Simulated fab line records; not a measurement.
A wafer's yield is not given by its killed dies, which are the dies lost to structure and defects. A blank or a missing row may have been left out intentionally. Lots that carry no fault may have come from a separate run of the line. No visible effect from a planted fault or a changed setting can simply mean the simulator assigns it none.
Matching of chambers || flow n5-finfet || 4 sister chambers for N5_BEOL_M5_DESCUM_33 on rie-diel-02
The step chemistry O2, time 7 s. 4 wafers are shown with their chamber, then 8 later ones without.

## WAFERS WITH THEIR CHAMBER
{"wafer": "L081.5", "chamber": 3, "drypump-motor-current-A (A)": 5.30}
{"wafer": "L087.5", "chamber": 0, "drypump-motor-current-A (A)": 5.09}
{"wafer": "L087.6", "chamber": 1, "drypump-motor-current-A (A)": 5.66}
{"wafer": "L090.3", "chamber": 2, "drypump-motor-current-A (A)": 5.82}

## WAFERS WHOSE CHAMBER IS MISSING
{"wafer": "L090.5", "drypump-motor-current-A (A)": 5.12}
{"wafer": "L090.6", "drypump-motor-current-A (A)": 5.35}
{"wafer": "L092.2", "drypump-motor-current-A (A)": 5.10}
{"wafer": "L092.4", "drypump-motor-current-A (A)": 5.34}
{"wafer": "L092.6", "drypump-motor-current-A (A)": 5.12}
{"wafer": "L097.1", "drypump-motor-current-A (A)": 5.79}
{"wafer": "L097.2", "drypump-motor-current-A (A)": 5.66}
{"wafer": "L097.3", "drypump-motor-current-A (A)": 5.34}

## WHICH CHAMBER EACH ONE RAN IN
{"wafer": "L090.5", "from the rows above": 0, "in truth": 0}
{"wafer": "L090.6", "from the rows above": 3, "in truth": 3}
{"wafer": "L092.2", "from the rows above": 0, "in truth": 0}
{"wafer": "L092.4", "from the rows above": 3, "in truth": 3}
{"wafer": "L092.6", "from the rows above": 0, "in truth": 0}
{"wafer": "L097.1", "from the rows above": 2, "in truth": 2}
{"wafer": "L097.2", "from the rows above": 1, "in truth": 1}
{"wafer": "L097.3", "from the rows above": 3, "in truth": 3}
Placed correctly: 8 of 8. Number that these rows cannot place: 0. 0 placed wrongly.
How it was worked out, from the rows above alone: a wafer's distance from a chamber is the root of the sum, over the readings, of the square of ((its reading less the chamber's mean) divided by the reading's scatter). If the next closest chamber is less than 2 further off than the closest, the wafer can't be placed; otherwise it belongs to the closest. For every chamber, the mean is computed from those of its wafers that are shown. The scatter: root of mean squared gap, hidden wafer to nearest shown wafer, with one shown wafer a chamber.
